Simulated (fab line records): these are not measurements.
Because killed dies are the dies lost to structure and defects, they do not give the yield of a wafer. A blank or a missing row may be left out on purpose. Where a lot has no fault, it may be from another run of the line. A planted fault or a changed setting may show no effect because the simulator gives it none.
A struck lot beside a sound one / flow nand_harc / 13 steps out of a route of 1159
Sound: these wafers, L356.2, L356.3, L356.5. Struck: wafer L374.3. (L374.1, L374.6 of the same lot were not struck and are left out.) The cause comes at the end.
Per side, at each step with rows, come the tool, then ch with its chambers, and then its first start. Under that, the readings that differ: sound wafers / struck wafers / difference of the means / sigmas: that difference in standard deviations of wafers without a fault.
alike: words and numbers the same on both sides, and readings whose means are apart by under 2 such deviations; not compared: readings that were withheld, readings missing a value for some wafer, numbers with overlapping values and no deviation given by the record, and bounds like >300 which may hide the same value.
The two part at a step that has a row with sigmas, a row that says differs or no value, or rows on one side only. When numbers do not overlap yet have no deviation, they are printed without sigmas and do not part them. A reading that every wafer of one side lacks parts them only if that side has two wafers or more.

NHARC_A_SLIT_ETCH_26: etches the open film in C4F8/O2/Ar, time 90 s, target depth 400 nm.
  sound on har_etch-02 ch 0,1, day 14 21:20; struck on har_etch-01 ch 1, day 20 02:27
reading=showerhead_plenum_p_Torr (Torr); sound=3.78 3.78 3.83; struck=3.61; difference=-0.19; sigmas=-2
  alike: chamber_pressure_mTorr, drypump_motor_current_A, throttle_valve_pct
  not compared: rf_hours_counter_h
then, 1 step without rows for these wafers: NHARC_A_SLIT_STRIP_28 (strips in O2/COS).
NHARC_A_SLIT_ETCH_29: etches the open film in CF4/O2, target depth 100 nm, overetch 10 nm, time 55 s.
  sound on rie_diel-01 ch 0,3, day 14 21:57; struck on rie_diel-05 ch 2, day 20 03:04
reading=chamber_pressure_mTorr (mTorr); sound=30.036 29.978 29.963; struck=29.932; difference=-0.060; sigmas=-2
reading=oes_product_au (a.u.); sound=1.015 1.000 1.001; struck=1.036; difference=+0.031; sigmas=+2
reading=rf_vpp_V (V); sound=197.4 196.9 199.2; struck=195.2; difference=-2.6; sigmas=-2
  alike: cf4_flow_sccm, drypump_motor_current_A, oes_o_777_au, showerhead_plenum_p_Torr, throttle_valve_pct
  not compared: rf_hours_counter_h
NHARC_A_SLIT_STRIP_18: strips in O2.
  sound: rie_diel-01 ch 0,1,2; struck: rie_diel-05 ch 2
reading=oes_product_au (a.u.); sound=1.017 1.009 0.984; struck=1.037; difference=+0.034; sigmas=+2
  alike: chamber_pressure_mTorr, drypump_motor_current_A, rf_vpp_V, showerhead_plenum_p_Torr, throttle_valve_pct
  not compared: rf_hours_counter_h
then, 2 steps without rows for these wafers: NHARC_A_SLIT_PRECLEAN_19 (cleans in SC1); NHARC_A_SLIT_SRD_20.
NHARC_A_SLIT_CD_MEAS_21:
  sound on cd_sem-02 at day 14 22:30; struck on cd_sem-02 at day 20 03:35
  alike: cd_nm
then, 3 steps without rows for these wafers: NHARC_A_SIN_REMOVE_WET_00 (chemistry H3PO4, time 15300 s); NHARC_A_SIN_REMOVE_PRECLEAN_01 (cleans in SC1); NHARC_A_SIN_REMOVE_SRD_02.
NHARC_A_SIN_REMOVE_INSPECT_04:
  sound on defect_inspect-02 at day 15 06:11; struck on defect_inspect-02 at day 20 09:41
  alike: raw_defect_count
NHARC_A_WL_FILL_ALD_00: deposits Al2O3, target thk 3 nm, pulse time 3 s, ald cycles 30.
  sound on ald_hk-03 ch 0,2, day 15 06:15; struck on ald_hk-03 ch 3, day 20 10:05
reading=ald_cycles; sound=30 30 30; struck=41; difference=+11; sigmas=
  alike: heater_power_w, precursor_pulse_height_rel
NHARC_A_WL_FILL_RTA_01: time 5 s.
  sound on rtp_anneal-02 ch 0, day 15 06:33; struck on rtp_anneal-02 ch 0, day 20 10:20
  alike: lamp_power_pct, lamp_zone_5_pct, wafer_temp_C_max

## WHERE THEY PART
At NHARC_A_SLIT_ETCH_26 first; at NHARC_A_SLIT_STRIP_18 last (within this record only). Later steps at which nothing parts them and some readings are alike: NHARC_A_SLIT_CD_MEAS_21, NHARC_A_SIN_REMOVE_INSPECT_04, NHARC_A_WL_FILL_ALD_00, NHARC_A_WL_FILL_RTA_01.

WHY: what had been put in by the simulator
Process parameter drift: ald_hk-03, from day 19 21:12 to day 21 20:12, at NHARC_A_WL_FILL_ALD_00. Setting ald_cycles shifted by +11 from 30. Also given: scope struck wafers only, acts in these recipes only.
